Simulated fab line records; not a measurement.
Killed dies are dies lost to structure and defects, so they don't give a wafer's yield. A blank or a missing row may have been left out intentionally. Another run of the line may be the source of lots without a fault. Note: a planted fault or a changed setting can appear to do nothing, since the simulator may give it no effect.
Which tool is to blame?	flow n5-finfet	at 1 step of a route of 1938, 12 lots with 36 wafers sampled

WHAT EACH GAUGE READ, for each wafer
N5_HKMG_FIN_CD_MEAS_49: target cd 202 nm.
lot	measured	on	cd-nm (nm)
L075	day 4 06:44	cd-sem-01	202.3 202.1 201.5
L077	day 4 18:04	cd-sem-01	201.2 202.1 202.1
L079	day 5 05:44	cd-sem-02	202.3 202.1 202.7
L081	day 5 17:01	cd-sem-01	202.0 202.8 202.9
L083	day 6 09:41	cd-sem-03	203.2 203.2 202.6
L086	day 6 23:05	cd-sem-01	202.2 203.1 202.6
L087	day 7 09:15	cd-sem-02	202.6 201.5 201.6
L089	day 7 17:34	cd-sem-02	202.3 203.0 203.4
L091	day 8 06:13	cd-sem-01	202.2 202.1 202.5
L093	day 8 20:25	cd-sem-01	201.9 200.7 200.9
L095	day 9 07:31	cd-sem-01	201.1 201.5 201.2
L097	day 9 18:28	cd-sem-01	202.3 202.2 201.7

EACH LOT AND THE TOOL THAT RAN IT (in order: tool; ch and the chambers of the sampled wafers; start)
The record shows no process step preceding these readings.

THE ANSWER, worked out from the rows above alone
Rule: the lots themselves supply what counts as usual. The widest of any qualifying gaps counts: lots, ordered by their means at a reading, are off when they make up no more than a third of the lots, leave a main group of 4 or more, and stand apart from it by 3 or more times the standard deviation of that group's means. Not used: any main group whose means are identical at the precision the tables above print for the reading. A lot without any number at a reading at which 4 lots or more have one is off too. Any other lot the step has rows for is counted as sound.
Nothing can be told from this: no lot is off at any reading shown.

WHAT WAS PUT IN BY THE SIMULATOR
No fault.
